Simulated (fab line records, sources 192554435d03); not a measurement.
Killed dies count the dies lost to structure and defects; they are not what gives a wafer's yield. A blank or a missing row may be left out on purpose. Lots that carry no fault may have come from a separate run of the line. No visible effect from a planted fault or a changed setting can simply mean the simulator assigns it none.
fab line records ; flow n5_finfet
record lots=24; wafers=72; last_day=18
route steps=1938 shown BEOL_M14@1760 BEOL_M15@1787 PAD_METAL@1894
lots with no fault: from the same line, run without faults
start_h: the number of hours between the record's first day and the start of the first shown wafer of the lot ; wait_h: hours from the lot's prior step to this one ; " identical to the entry in the row above ; L1.1+2: one row covering several wafers at once ; - value missing, or start not given ; * or withheld: withheld ; < > ~ a bound
route shown NAME@n: NAME is a module with steps in the file, n the number in the route of the first one ; usual: the fault-free wafers' mean and standard deviation ; same: alike in all rows ; chamber/n: place in a boat ; sites: per-site readings ; _std_site: standard deviation of those values ; _edge_site: inner sites' mean taken away from outer sites' mean ; radius_mm: how far each site lies from the wafer's centre ; mask NAME#n: copy n ; behind: tool/chamber where the wafer was last shaped ; hold: why the lot was held/for how many hours/how that ended ; device: the transistor (n, p or np) that didn't switch ; end of line: tests run on the same wafers once the route is complete ; a step with no rows: only its recipe ; killed: not the wafer's yield, but the dies lost to structure and defects at the first sort ; map: the dies of a wafer, with x for killed, . for not killed, _ for no die there
set.NAME: setting as actually run; set.NAME@STEP: the setting as run at that earlier step ; model.NAME: the simulator's own value behind a step, which no gauge read
steps of the route over a sample of lots; a table a step, a row a wafer
services: the hour from which a tool's chamber was out of use, counted from the record's first day as start_h (under 0 if before that day), plus the number of hours and why
## steps
# step N5_BEOL_M14_DEGAS_41
# recipe ambient=vacuum; temp_c=300; time_s=60
# usual heater_power_w=468/33; susceptor_temp_C=300.03/0.19
lot.wafer;tool;chamber;start_h;wait_h;heater_power_w;susceptor_temp_C
L074.3;pvd_sputter-03;-;257.29;0.3;495;300.15
L074.4;pvd_sputter-03;-;257.29;0.3;404;299.84
L074.6;pvd_sputter-03;-;257.29;0.3;487;299.94
L076.1;pvd_sputter-02;-;270.22;0.2;439;299.79
L076.4;pvd_sputter-02;-;270.22;0.2;474;299.77
L076.6;pvd_sputter-02;-;270.22;0.2;472;299.68
L075.1;pvd_sputter-02;-;273.26;0.2;451;300.10
L075.3;pvd_sputter-02;-;273.26;0.2;481;300.17
L075.5;pvd_sputter-02;-;273.26;0.2;475;300.24
L077.3;pvd_sputter-03;-;289.67;0.4;471;299.76
L077.4;pvd_sputter-03;-;289.67;0.4;408;300.03
L077.6;pvd_sputter-03;-;289.67;0.4;412;300.02
L078.2;pvd_sputter-01;-;294.99;1.2;486;299.93
L078.3;pvd_sputter-01;-;294.99;1.2;439;299.98
L078.6;pvd_sputter-01;-;294.99;1.2;507;300.07
L079.1;pvd_sputter-02;-;298.60;0.3;507;299.63
L079.4;pvd_sputter-02;-;298.60;0.3;463;300.24
L079.6;pvd_sputter-02;-;298.60;0.3;446;300.48
L080.4;pvd_sputter-02;-;300.50;0.4;449;300.12
L080.5;pvd_sputter-02;-;300.50;0.4;508;300.15
L080.6;pvd_sputter-02;-;300.50;0.4;435;299.97
L082.2;pvd_sputter-02;-;312.30;0.5;502;300.04
L082.4;pvd_sputter-02;-;312.30;0.5;442;300.14
L082.5;pvd_sputter-02;-;312.30;0.5;458;300.23
L081.3;pvd_sputter-02;-;312.89;0.7;437;300.10
L081.5;pvd_sputter-02;-;312.89;0.7;438;299.99
L081.6;pvd_sputter-02;-;312.89;0.7;457;299.93
L083.1;pvd_sputter-03;-;314.54;0.3;462;299.87
L083.4;pvd_sputter-03;-;314.54;0.3;477;299.79
L083.6;pvd_sputter-03;-;314.54;0.3;416;300.08
L084.1;pvd_sputter-03;-;315.36;0.2;495;299.70
L084.4;pvd_sputter-03;-;315.36;0.2;405;299.76
L084.6;pvd_sputter-03;-;315.36;0.2;514;300.27
L085.1;pvd_sputter-03;-;327.83;0.2;469;299.87
L085.2;pvd_sputter-03;-;327.83;0.2;397;299.67
L085.3;pvd_sputter-03;-;327.83;0.2;484;299.90
L087.1;pvd_sputter-01;-;331.26;0.4;522;300.14
L087.3;pvd_sputter-01;-;331.26;0.4;480;300.01
L087.5;pvd_sputter-01;-;331.26;0.4;527;299.80
L086.2;pvd_sputter-02;-;337.92;0.2;441;299.98
L086.3;pvd_sputter-02;-;337.92;0.2;484;300.15
L086.4;pvd_sputter-02;-;337.92;0.2;503;300.19
L089.1;pvd_sputter-02;-;351.10;0.2;513;300.38
L089.5;pvd_sputter-02;-;351.10;0.2;465;300.28
L089.6;pvd_sputter-02;-;351.10;0.2;443;300.06
L090.1;pvd_sputter-02;-;351.62;0.4;488;299.93
L090.3;pvd_sputter-02;-;351.62;0.4;427;299.77
L090.6;pvd_sputter-02;-;351.62;0.4;509;299.98
L088.1;pvd_sputter-03;-;351.64;0.4;466;300.31
L088.4;pvd_sputter-03;-;351.64;0.4;474;300.00
L088.5;pvd_sputter-03;-;351.64;0.4;489;300.00
L092.1;pvd_sputter-03;-;366.55;0.2;464;299.97
L092.2;pvd_sputter-03;-;366.55;0.2;406;299.90
L092.3;pvd_sputter-03;-;366.55;0.2;474;300.20
L093.1;pvd_sputter-02;-;371.70;0.5;446;299.92
L093.3;pvd_sputter-02;-;371.70;0.5;422;300.11
L093.4;pvd_sputter-02;-;371.70;0.5;467;299.80
L091.1;pvd_sputter-02;-;384.02;0.3;438;299.77
L091.2;pvd_sputter-02;-;384.02;0.3;524;300.34
L091.4;pvd_sputter-02;-;384.02;0.3;472;299.94
L096.3;pvd_sputter-01;-;387.17;1.7;503;300.07
L096.5;pvd_sputter-01;-;387.17;1.7;501;300.25
L096.6;pvd_sputter-01;-;387.17;1.7;438;299.96
L094.3;pvd_sputter-02;-;388.21;0.2;473;300.08
L094.4;pvd_sputter-02;-;388.21;0.2;512;299.78
L094.6;pvd_sputter-02;-;388.21;0.2;444;300.00
L095.2;pvd_sputter-01;-;392.32;0.1;487;300.28
L095.5;pvd_sputter-01;-;392.32;0.1;426;300.07
L095.6;pvd_sputter-01;-;392.32;0.1;497;300.01
L097.2;pvd_sputter-01;-;404.47;0.6;515;300.15
L097.3;pvd_sputter-01;-;404.47;0.6;432;300.00
L097.5;pvd_sputter-01;-;404.47;0.6;484;300.14
# step N5_BEOL_M15_ETCH_59
# recipe chemistry=N2/H2; target=BARC; target_depth_a=890; overetch_a=267; time_s=67.9; ion_energy_ev=200; pressure_mtorr=30; source_w=840; bias_w=150; n2_flow_sccm=200; h2_flow_sccm=200
# usual drypump_motor_current_A=5.6/0.45; oes_product_au=0.68/0.071; rf_vpp_V=524.0/2.4; showerhead_plenum_p_Torr=2.56/0.085; throttle_valve_pct=18.06/0.29
lot.wafer;tool;chamber;start_h;wait_h;drypump_motor_current_A;oes_product_au;rf_hours_counter_h;rf_vpp_V;showerhead_plenum_p_Torr;throttle_valve_pct
L074.3;rie_diel-03;3;259.82;0.0;6.4;0.73;69;525.2;2.61;18.44
L074.4;rie_diel-03;0;259.82;0.0;5.1;0.61;217;522.4;2.53;18.12
L074.6;rie_diel-03;3;259.82;0.0;6.4;0.73;-;523.8;2.61;18.46
L076.1;rie_diel-03;1;272.36;0.0;5.4;0.73;44;528.7;2.68;17.87
L076.4;rie_diel-03;3;272.36;0.0;6.4;0.72;73;525.5;2.61;18.46
L076.6;rie_diel-03;2;272.36;0.0;5.3;0.75;-;521.6;2.51;17.53
L075.1;rie_diel-03;1;275.83;0.0;5.4;0.73;46;529.1;2.68;17.88
L075.3;rie_diel-03;3;275.83;0.0;6.4;0.73;73;524.2;2.61;18.46
L075.5;rie_diel-03;0;275.83;0.0;5.1;0.61;-;522.6;2.53;18.14
L077.3;rie_diel-03;3;292.28;0.0;6.4;0.72;77;525.3;2.61;18.46
L077.4;rie_diel-03;2;292.28;0.0;5.3;0.73;31;522.9;2.51;17.54
L077.6;rie_diel-03;0;292.28;0.0;5.1;0.60;-;522.7;2.53;18.14
L078.2;rie_diel-06;2;297.39;0.0;6.0;0.83;0;521.2;2.49;17.66
L078.3;rie_diel-06;1;297.39;0.0;5.7;0.61;214;523.6;2.52;18.15
L078.6;rie_diel-06;1;297.39;0.0;5.7;0.60;-;524.1;2.52;18.17
L079.1;rie_diel-04;3;301.28;0.0;5.2;0.70;78;521.9;2.47;17.91
L079.4;rie_diel-04;1;301.28;0.0;5.2;0.59;244;522.4;2.49;17.91
L079.6;rie_diel-04;1;301.28;0.0;5.3;0.59;-;524.6;2.49;17.90
L080.4;rie_diel-06;3;302.75;0.0;6.2;0.71;78;525.1;2.58;17.89
L080.5;rie_diel-06;1;302.75;0.0;5.7;0.61;-;522.1;2.52;18.17
L080.6;rie_diel-06;0;302.75;0.0;5.2;0.68;-;519.7;2.43;17.64
L082.2;rie_diel-03;1;314.37;0.0;5.4;0.72;59;528.6;2.68;17.91
L082.4;rie_diel-03;3;314.37;0.0;6.4;0.71;-;525.8;2.61;18.47
L082.5;rie_diel-03;1;314.37;0.0;5.4;0.72;-;528.1;2.68;17.91
L081.3;rie_diel-03;3;315.12;0.0;6.4;0.70;87;524.5;2.60;18.48
L081.5;rie_diel-03;3;315.12;0.0;6.4;0.71;-;524.5;2.60;18.49
L081.6;rie_diel-03;1;315.12;0.0;5.4;0.72;-;528.8;2.68;17.91
L083.1;rie_diel-04;0;316.77;0.0;5.9;0.59;231;523.0;2.53;18.36
L083.4;rie_diel-04;1;316.77;0.0;5.3;0.59;248;523.7;2.49;17.91
L083.6;rie_diel-04;0;316.77;0.0;5.9;0.59;-;522.5;2.53;18.36
L084.1;rie_diel-03;0;317.51;0.0;5.1;0.60;237;523.3;2.52;18.15
L084.4;rie_diel-03;3;317.51;0.0;6.3;0.71;-;524.5;2.60;18.48
L084.6;rie_diel-03;0;317.51;0.0;5.1;0.59;-;523.3;2.52;18.16
L085.1;rie_diel-04;1;330.16;0.0;5.3;0.58;252;522.7;2.49;17.90
L085.2;rie_diel-04;2;330.16;0.0;5.7;0.80;22;528.3;2.73;18.22
L085.3;rie_diel-04;0;330.16;0.0;5.9;0.59;235;522.1;2.53;18.37
L087.1;rie_diel-04;3;333.41;0.0;5.2;0.69;90;522.9;2.46;17.92
L087.3;rie_diel-04;1;333.41;0.0;5.3;0.58;254;522.8;2.49;17.90
L087.5;rie_diel-04;1;333.41;0.0;5.3;0.58;-;522.9;2.49;17.89
L086.2;rie_diel-03;0;340.13;0.0;5.1;0.59;243;523.4;2.52;18.17
L086.3;rie_diel-03;1;340.13;0.0;5.4;0.71;70;528.4;2.67;17.92
L086.4;rie_diel-03;0;340.13;0.0;5.1;0.60;-;522.5;2.52;18.17
L089.1;rie_diel-04;3;353.86;0.0;5.1;0.69;100;520.6;2.46;17.96
L089.5;rie_diel-04;3;353.86;0.0;5.1;0.68;-;521.7;2.46;17.94
L089.6;rie_diel-04;2;353.86;0.0;5.7;0.77;-;527.1;2.72;18.25
L088.1;rie_diel-03;1;354.07;0.0;5.4;0.70;78;528.4;2.67;17.93
L088.4;rie_diel-03;0;354.07;0.0;5.1;0.59;-;522.5;2.52;18.18
L088.5;rie_diel-03;1;354.07;0.0;5.4;0.70;-;526.9;2.67;17.93
L090.1;rie_diel-04;0;354.44;0.0;5.9;0.58;246;521.6;2.52;18.39
L090.3;rie_diel-04;2;354.44;0.0;5.7;0.76;34;528.0;2.72;18.25
L090.6;rie_diel-04;3;354.44;0.0;5.2;0.69;-;520.2;2.46;17.94
L092.1;rie_diel-06;3;369.25;0.0;6.2;0.68;95;523.4;2.57;17.92
L092.2;rie_diel-06;1;369.25;0.0;5.7;0.59;233;522.7;2.51;18.20
L092.3;rie_diel-06;0;369.25;0.0;5.1;0.66;130;521.0;2.43;17.66
L093.1;rie_diel-04;1;373.72;0.0;5.2;0.82;3;523.9;2.49;17.49
L093.3;rie_diel-04;2;373.72;0.0;5.7;0.76;41;527.2;2.72;18.25
L093.4;rie_diel-04;1;373.72;0.0;5.3;0.82;-;522.6;2.49;17.49
L091.1;rie_diel-03;0;386.15;0.0;5.1;0.58;265;521.8;2.51;18.20
L091.2;rie_diel-03;1;386.15;0.0;5.4;0.68;91;526.8;2.66;17.97
L091.4;rie_diel-03;0;386.15;0.0;5.1;0.58;-;523.6;2.51;18.21
L096.3;rie_diel-04;2;389.19;0.0;5.7;0.75;47;527.7;2.72;18.26
L096.5;rie_diel-04;1;389.19;0.0;5.2;0.79;-;523.4;2.49;17.50
L096.6;rie_diel-04;2;389.19;0.0;5.7;0.75;-;528.1;2.71;18.27
L094.3;rie_diel-03;0;390.78;0.0;5.1;0.59;-;522.3;2.51;18.22
L094.4;rie_diel-03;3;390.78;0.0;6.3;0.68;-;524.8;2.59;18.53
L094.6;rie_diel-03;3;390.78;0.0;6.4;0.68;-;524.1;2.59;18.52
L095.2;rie_diel-06;3;394.69;0.0;6.2;0.67;102;524.4;2.57;17.93
L095.5;rie_diel-06;0;394.69;0.0;5.2;0.66;-;520.9;2.42;17.69
L095.6;rie_diel-06;3;394.69;0.0;6.2;0.67;-;522.2;2.57;17.91
L097.2;rie_diel-06;0;406.51;0.0;5.2;0.66;141;520.8;2.42;17.69
L097.3;rie_diel-06;1;406.51;0.0;5.7;0.59;244;521.9;2.51;18.21
L097.5;rie_diel-06;1;406.51;0.0;5.7;0.59;-;521.7;2.51;18.20
# step N5_BEOL_M15_OVL_MEAS_29
# recipe points_per_wafer=44
# usual M15_OVL=-1/6.1
lot.wafer;tool;chamber;start_h;wait_h;M15_OVL[nm]
L074.3;overlay-01;0;261.36;0.0;-2
L074.4;overlay-01;0;261.36;0.0;-4
L074.6;overlay-01;0;261.36;0.0;3
L076.1;overlay-02;0;273.73;0.0;-6
L076.4;overlay-02;0;273.73;0.0;-4
L076.6;overlay-02;0;273.73;0.0;-1
L075.1;overlay-01;0;277.22;0.0;-3
L075.3;overlay-01;0;277.22;0.0;-4
L075.5;overlay-01;0;277.22;0.0;5
L077.3;overlay-01;0;293.77;0.0;-5
L077.4;overlay-01;0;293.77;0.0;6
L077.6;overlay-01;0;293.77;0.0;3
L078.2;overlay-01;0;298.90;0.0;-14
L078.3;overlay-01;0;298.90;0.0;2
L078.6;overlay-01;0;298.90;0.0;-4
L079.1;overlay-01;0;302.82;0.0;2
L079.4;overlay-01;0;302.82;0.0;-5
L079.6;overlay-01;0;302.82;0.0;-4
L080.4;overlay-02;0;304.35;0.0;-6
L080.5;overlay-02;0;304.35;0.0;-7
L080.6;overlay-02;0;304.35;0.0;-7
L082.2;overlay-01;0;315.86;0.0;0
L082.4;overlay-01;0;315.86;0.0;-4
L082.5;overlay-01;0;315.86;0.0;3
L081.3;overlay-01;0;316.52;0.0;-9
L081.5;overlay-01;0;316.52;0.0;0
L081.6;overlay-01;0;316.52;0.0;-4
L083.1;overlay-01;0;318.14;0.0;2
L083.4;overlay-01;0;318.14;0.0;8
L083.6;overlay-01;0;318.14;0.0;7
L084.1;overlay-02;0;319.00;0.0;10
L084.4;overlay-02;0;319.00;0.0;2
L084.6;overlay-02;0;319.00;0.0;-1
L085.1;overlay-01;0;331.82;0.0;7
L085.2;overlay-01;0;331.82;0.0;7
L085.3;overlay-01;0;331.82;0.0;-7
L087.1;overlay-01;0;334.90;0.0;-3
L087.3;overlay-01;0;334.90;0.0;-6
L087.5;overlay-01;0;334.90;0.0;-4
L086.2;overlay-01;0;341.77;0.0;1
L086.3;overlay-01;0;341.77;0.0;7
L086.4;overlay-01;0;341.77;0.0;5
L089.1;overlay-02;0;355.25;0.0;-12
L089.5;overlay-02;0;355.25;0.0;-12
L089.6;overlay-02;0;355.25;0.0;2
L088.1;overlay-01;0;355.85;0.0;-1
L088.4;overlay-01;0;355.85;0.0;0
L088.5;overlay-01;0;355.85;0.0;-7
L090.1;overlay-01;0;356.33;0.0;6
L090.3;overlay-01;0;356.33;0.0;1
L090.6;overlay-01;0;356.33;0.0;10
L092.1;overlay-01;0;370.75;0.0;-5
L092.2;overlay-01;0;370.75;0.0;-2
L092.3;overlay-01;0;370.75;0.0;0
L093.1;overlay-02;0;375.21;0.0;9
L093.3;overlay-02;0;375.21;0.0;8
L093.4;overlay-02;0;375.21;0.0;-2
L091.1;overlay-01;0;387.64;0.0;-2
L091.2;overlay-01;0;387.64;0.0;-10
L091.4;overlay-01;0;387.64;0.0;-7
L096.3;overlay-01;0;390.68;0.0;13
L096.5;overlay-01;0;390.68;0.0;13
L096.6;overlay-01;0;390.68;0.0;-3
L094.3;overlay-02;0;392.45;0.0;-5
L094.4;overlay-02;0;392.45;0.0;-13
L094.6;overlay-02;0;392.45;0.0;-3
L095.2;overlay-02;0;396.10;0.0;1
L095.5;overlay-02;0;396.10;0.0;-8
L095.6;overlay-02;0;396.10;0.0;1
L097.2;overlay-01;0;408.00;0.0;-12
L097.3;overlay-01;0;408.00;0.0;-5
L097.5;overlay-01;0;408.00;0.0;-13
# step N5_BEOL_M15_INSPECT_30
# recipe mode=adi; inspect_instrument=macro
# usual raw_defect_count=2.0/1.4
lot.wafer;tool;chamber;start_h;wait_h;raw_defect_count
L074.3;defect_inspect-01;-;261.38;0.0;3
L074.4;defect_inspect-01;-;261.38;0.0;4
L074.6;defect_inspect-01;-;261.38;0.0;0
L076.1;defect_inspect-02;-;273.75;0.0;1
L076.4;defect_inspect-02;-;273.75;0.0;0
L076.6;defect_inspect-02;-;273.75;0.0;0
L075.1;defect_inspect-01;-;277.25;0.0;5
L075.3;defect_inspect-01;-;277.25;0.0;3
L075.5;defect_inspect-01;-;277.25;0.0;1
L077.3;defect_inspect-02;-;293.80;0.0;2
L077.4;defect_inspect-02;-;293.80;0.0;6
L077.6;defect_inspect-02;-;293.80;0.0;1
L078.2;defect_inspect-02;-;298.92;0.0;0
L078.3;defect_inspect-02;-;298.92;0.0;0
L078.6;defect_inspect-02;-;298.92;0.0;1
L079.1;defect_inspect-02;-;302.84;0.0;2
L079.4;defect_inspect-02;-;302.84;0.0;4
L079.6;defect_inspect-02;-;302.84;0.0;1
L080.4;defect_inspect-01;-;304.38;0.0;1
L080.5;defect_inspect-01;-;304.38;0.0;2
L080.6;defect_inspect-01;-;304.38;0.0;2
L082.2;defect_inspect-01;-;315.88;0.0;1
L082.4;defect_inspect-01;-;315.88;0.0;3
L082.5;defect_inspect-01;-;315.88;0.0;4
L081.3;defect_inspect-01;-;316.55;0.0;0
L081.5;defect_inspect-01;-;316.55;0.0;3
L081.6;defect_inspect-01;-;316.55;0.0;1
L083.1;defect_inspect-01;-;318.16;0.0;2
L083.4;defect_inspect-01;-;318.16;0.0;1
L083.6;defect_inspect-01;-;318.16;0.0;2
L084.1;defect_inspect-01;-;319.02;0.0;3
L084.4;defect_inspect-01;-;319.02;0.0;1
L084.6;defect_inspect-01;-;319.02;0.0;5
L085.1;defect_inspect-02;-;331.85;0.0;1
L085.2;defect_inspect-02;-;331.85;0.0;0
L085.3;defect_inspect-02;-;331.85;0.0;2
L087.1;defect_inspect-01;-;334.93;0.0;2
L087.3;defect_inspect-01;-;334.93;0.0;2
L087.5;defect_inspect-01;-;334.93;0.0;2
L086.2;defect_inspect-01;-;341.80;0.0;1
L086.3;defect_inspect-01;-;341.80;0.0;3
L086.4;defect_inspect-01;-;341.80;0.0;2
L089.1;defect_inspect-01;-;355.28;0.0;1
L089.5;defect_inspect-01;-;355.28;0.0;4
L089.6;defect_inspect-01;-;355.28;0.0;1
L088.1;defect_inspect-02;-;355.88;0.0;3
L088.4;defect_inspect-02;-;355.88;0.0;5
L088.5;defect_inspect-02;-;355.88;0.0;1
L090.1;defect_inspect-02;-;356.36;0.0;2
L090.3;defect_inspect-02;-;356.36;0.0;1
L090.6;defect_inspect-02;-;356.36;0.0;0
L092.1;defect_inspect-02;-;370.77;0.0;0
L092.2;defect_inspect-02;-;370.77;0.0;4
L092.3;defect_inspect-02;-;370.77;0.0;2
L093.1;defect_inspect-02;-;375.24;0.0;0
L093.3;defect_inspect-02;-;375.24;0.0;2
L093.4;defect_inspect-02;-;375.24;0.0;1
L091.1;defect_inspect-02;-;387.67;0.0;3
L091.2;defect_inspect-02;-;387.67;0.0;3
L091.4;defect_inspect-02;-;387.67;0.0;0
L096.3;defect_inspect-02;-;390.71;0.0;3
L096.5;defect_inspect-02;-;390.71;0.0;0
L096.6;defect_inspect-02;-;390.71;0.0;2
L094.3;defect_inspect-01;-;392.48;0.0;2
L094.4;defect_inspect-01;-;392.48;0.0;1
L094.6;defect_inspect-01;-;392.48;0.0;4
L095.2;defect_inspect-01;-;396.12;0.0;3
L095.5;defect_inspect-01;-;396.12;0.0;4
L095.6;defect_inspect-01;-;396.12;0.0;3
L097.2;defect_inspect-01;-;408.03;0.0;1
L097.3;defect_inspect-01;-;408.03;0.0;2
L097.5;defect_inspect-01;-;408.03;0.0;3
# step N5_BEOL_M15_INSPECT_55
# recipe inspect_instrument=darkfield; mode=post_dep
# usual raw_defect_count=72/24
lot.wafer;tool;chamber;start_h;wait_h;raw_defect_count
L074.3;defect_inspect-01;-;264.67;0.0;87
L074.4;defect_inspect-01;-;264.67;0.0;120
L074.6;defect_inspect-01;-;264.67;0.0;97
L076.1;defect_inspect-01;-;278.61;0.0;125
L076.4;defect_inspect-01;-;278.61;0.0;67
L076.6;defect_inspect-01;-;278.61;0.0;71
L075.1;defect_inspect-02;-;287.48;0.0;64
L075.3;defect_inspect-02;-;287.48;0.0;54
L075.5;defect_inspect-02;-;287.48;0.0;72
L077.3;defect_inspect-01;-;297.87;0.0;65
L077.4;defect_inspect-01;-;297.87;0.0;43
L077.6;defect_inspect-01;-;297.87;0.0;59
L078.2;defect_inspect-01;-;302.13;0.0;69
L078.3;defect_inspect-01;-;302.13;0.0;76
L078.6;defect_inspect-01;-;302.13;0.0;87
L079.1;defect_inspect-02;-;308.77;0.0;49
L079.4;defect_inspect-02;-;308.77;0.0;46
L079.6;defect_inspect-02;-;308.77;0.0;51
L080.4;defect_inspect-02;-;309.30;0.0;103
L080.5;defect_inspect-02;-;309.30;0.0;80
L080.6;defect_inspect-02;-;309.30;0.0;77
L082.2;defect_inspect-02;-;323.81;0.0;79
L082.4;defect_inspect-02;-;323.81;0.0;85
L082.5;defect_inspect-02;-;323.81;0.0;88
L081.3;defect_inspect-02;-;323.97;0.0;63
L081.5;defect_inspect-02;-;323.97;0.0;86
L081.6;defect_inspect-02;-;323.97;0.0;90
L083.1;defect_inspect-02;-;325.35;0.0;60
L083.4;defect_inspect-02;-;325.35;0.0;99
L083.6;defect_inspect-02;-;325.35;0.0;115
L084.1;defect_inspect-01;-;326.02;0.0;54
L084.4;defect_inspect-01;-;326.02;0.0;74
L084.6;defect_inspect-01;-;326.02;0.0;36
L085.1;defect_inspect-02;-;334.32;0.0;69
L085.2;defect_inspect-02;-;334.32;0.0;66
L085.3;defect_inspect-02;-;334.32;0.0;85
L087.1;defect_inspect-02;-;339.18;0.0;93
L087.3;defect_inspect-02;-;339.18;0.0;133
L087.5;defect_inspect-02;-;339.18;0.0;84
L086.2;defect_inspect-02;-;347.54;0.0;73
L086.3;defect_inspect-02;-;347.54;0.0;102
L086.4;defect_inspect-02;-;347.54;0.0;63
L089.1;defect_inspect-01;-;358.92;0.0;95
L089.5;defect_inspect-01;-;358.92;0.0;77
L089.6;defect_inspect-01;-;358.92;0.0;45
L088.1;defect_inspect-02;-;359.58;0.0;70
L088.4;defect_inspect-02;-;359.58;0.0;36
L088.5;defect_inspect-02;-;359.58;0.0;67
L090.1;defect_inspect-02;-;359.79;0.0;70
L090.3;defect_inspect-02;-;359.79;0.0;79
L090.6;defect_inspect-02;-;359.79;0.0;61
L092.1;defect_inspect-02;-;373.29;0.0;93
L092.2;defect_inspect-02;-;373.29;0.0;90
L092.3;defect_inspect-02;-;373.29;0.0;64
L093.1;defect_inspect-02;-;378.74;0.0;46
L093.3;defect_inspect-02;-;378.74;0.0;48
L093.4;defect_inspect-02;-;378.74;0.0;50
L091.1;defect_inspect-02;-;392.57;0.0;75
L091.2;defect_inspect-02;-;392.57;0.0;101
L091.4;defect_inspect-02;-;392.57;0.0;98
L096.3;defect_inspect-02;-;395.19;0.0;54
L096.5;defect_inspect-02;-;395.19;0.0;62
L096.6;defect_inspect-02;-;395.19;0.0;33
L094.3;defect_inspect-02;-;398.46;0.0;45
L094.4;defect_inspect-02;-;398.46;0.0;51
L094.6;defect_inspect-02;-;398.46;0.0;68
L095.2;defect_inspect-01;-;398.91;0.0;50
L095.5;defect_inspect-01;-;398.91;0.0;64
L095.6;defect_inspect-01;-;398.91;0.0;67
L097.2;defect_inspect-02;-;410.53;0.0;61
L097.3;defect_inspect-02;-;410.53;0.0;71
L097.5;defect_inspect-02;-;410.53;0.0;55
# step N5_PASSIVATION_PRE_CLEAN_19
# recipe gas=H2/He; time_s=*; temp_c=*
# usual heater_power_w=468/32; susceptor_temp_C=*
lot.wafer;tool;chamber;start_h;wait_h;heater_power_w;susceptor_temp_C
L074.3;pvd_sputter-03;-;271.85;0.0;470;*
L074.4;pvd_sputter-03;-;271.85;0.0;413;*
L074.6;pvd_sputter-03;-;271.85;0.0;409;*
L076.1;pvd_sputter-02;-;289.09;0.0;482;*
L076.4;pvd_sputter-02;-;289.09;0.0;515;*
L076.6;pvd_sputter-02;-;289.09;0.0;477;*
L075.1;pvd_sputter-01;-;295.83;0.0;427;*
L075.3;pvd_sputter-01;-;295.83;0.0;493;*
L075.5;pvd_sputter-01;-;295.83;0.0;523;*
L077.3;pvd_sputter-02;-;304.79;0.0;429;*
L077.4;pvd_sputter-02;-;304.79;0.0;479;*
L077.6;pvd_sputter-02;-;304.79;0.0;505;*
L078.2;pvd_sputter-02;-;313.52;0.0;477;*
L078.3;pvd_sputter-02;-;313.52;0.0;509;*
L078.6;pvd_sputter-02;-;313.52;0.0;436;*
L079.1;pvd_sputter-02;-;320.11;0.0;493;*
L079.4;pvd_sputter-02;-;320.11;0.0;476;*
L079.6;pvd_sputter-02;-;320.11;0.0;478;*
L080.4;pvd_sputter-01;-;320.26;0.0;486;*
L080.5;pvd_sputter-01;-;320.26;0.0;436;*
L080.6;pvd_sputter-01;-;320.26;0.0;517;*
L082.2;pvd_sputter-03;-;331.43;0.0;500;*
L082.4;pvd_sputter-03;-;331.43;0.0;489;*
L082.5;pvd_sputter-03;-;331.43;0.0;472;*
L081.3;pvd_sputter-02;-;332.14;0.0;479;*
L081.5;pvd_sputter-02;-;332.14;0.0;493;*
L081.6;pvd_sputter-02;-;332.14;0.0;430;*
L083.1;pvd_sputter-03;-;332.53;0.0;495;*
L083.4;pvd_sputter-03;-;332.53;0.0;502;*
L083.6;pvd_sputter-03;-;332.53;0.0;477;*
L084.1;pvd_sputter-02;-;337.62;0.0;510;*
L084.4;pvd_sputter-02;-;337.62;0.0;444;*
L084.6;pvd_sputter-02;-;337.62;0.0;482;*
L085.1;pvd_sputter-03;-;342.31;0.0;467;*
L085.2;pvd_sputter-03;-;342.31;0.0;455;*
L085.3;pvd_sputter-03;-;342.31;0.0;413;*
L087.1;pvd_sputter-03;-;346.30;0.0;478;*
L087.3;pvd_sputter-03;-;346.30;0.0;405;*
L087.5;pvd_sputter-03;-;346.30;0.0;448;*
L086.2;pvd_sputter-03;-;356.60;0.0;403;*
L086.3;pvd_sputter-03;-;356.60;0.0;475;*
L086.4;pvd_sputter-03;-;356.60;0.0;465;*
L089.1;pvd_sputter-03;-;369.62;0.0;416;*
L089.5;pvd_sputter-03;-;369.62;0.0;459;*
L089.6;pvd_sputter-03;-;369.62;0.0;503;*
L090.1;pvd_sputter-03;-;371.30;0.0;404;*
L090.3;pvd_sputter-03;-;371.30;0.0;466;*
L090.6;pvd_sputter-03;-;371.30;0.0;495;*
L088.1;pvd_sputter-01;-;371.40;0.0;516;*
L088.4;pvd_sputter-01;-;371.40;0.0;445;*
L088.5;pvd_sputter-01;-;371.40;0.0;500;*
L092.1;pvd_sputter-02;-;381.82;0.0;448;*
L092.2;pvd_sputter-02;-;381.82;0.0;519;*
L092.3;pvd_sputter-02;-;381.82;0.0;471;*
L093.1;pvd_sputter-02;-;387.41;0.0;447;*
L093.3;pvd_sputter-02;-;387.41;0.0;505;*
L093.4;pvd_sputter-02;-;387.41;0.0;467;*
L091.1;pvd_sputter-01;-;403.39;0.0;502;*
L091.2;pvd_sputter-01;-;403.39;0.0;432;*
L091.4;pvd_sputter-01;-;403.39;0.0;497;*
L096.3;pvd_sputter-02;-;403.42;0.0;487;*
L096.5;pvd_sputter-02;-;403.42;0.0;452;*
L096.6;pvd_sputter-02;-;403.42;0.0;443;*
L094.3;pvd_sputter-03;-;408.18;0.0;399;*
L094.4;pvd_sputter-03;-;408.18;0.0;459;*
L094.6;pvd_sputter-03;-;408.18;0.0;408;*
L095.2;pvd_sputter-01;-;408.23;0.0;427;*
L095.5;pvd_sputter-01;-;408.23;0.0;438;*
L095.6;pvd_sputter-01;-;408.23;0.0;478;*
L097.2;pvd_sputter-01;-;416.89;0.0;483;*
L097.3;pvd_sputter-01;-;416.89;0.0;438;*
L097.5;pvd_sputter-01;-;416.89;0.0;522;*
## services
tool;chamber;start_h;hours;kind
rie_diel-03;-;239.00;15.6;pm
rie_diel-04;2;254.55;-;clean
rie_diel-04;2;254.55;-;consumable_replace:focus_ring
rie_diel-04;2;254.55;-;consumable_replace:showerhead
rie_diel-04;2;254.55;11.3;scheduled_down
rie_diel-04;2;254.55;11.3;vent_cycle
rie_diel-06;0;267.66;4.5;repair
rie_diel-04;3;278.44;4.5;repair
rie_diel-03;2;296.51;115.9;repair
rie_diel-04;3;296.85;3.5;repair
rie_diel-04;1;334.75;7.2;repair
rie_diel-06;-;340.42;15.6;pm
rie_diel-04;1;342.30;-;clean
rie_diel-04;1;342.30;-;consumable_replace:focus_ring
rie_diel-04;1;342.30;23.1;scheduled_down
rie_diel-04;1;342.30;23.1;vent_cycle
pvd_sputter-01;-;363.48;2.4;repair
rie_diel-04;0;365.36;-;clean
rie_diel-04;0;365.36;-;consumable_replace:focus_ring
rie_diel-04;0;365.36;12.6;scheduled_down
rie_diel-04;0;365.36;12.6;vent_cycle
rie_diel-03;1;389.65;1.9;repair
rie_diel-03;0;412.39;-;clean
rie_diel-03;0;412.39;-;consumable_replace:focus_ring
## key
fault none
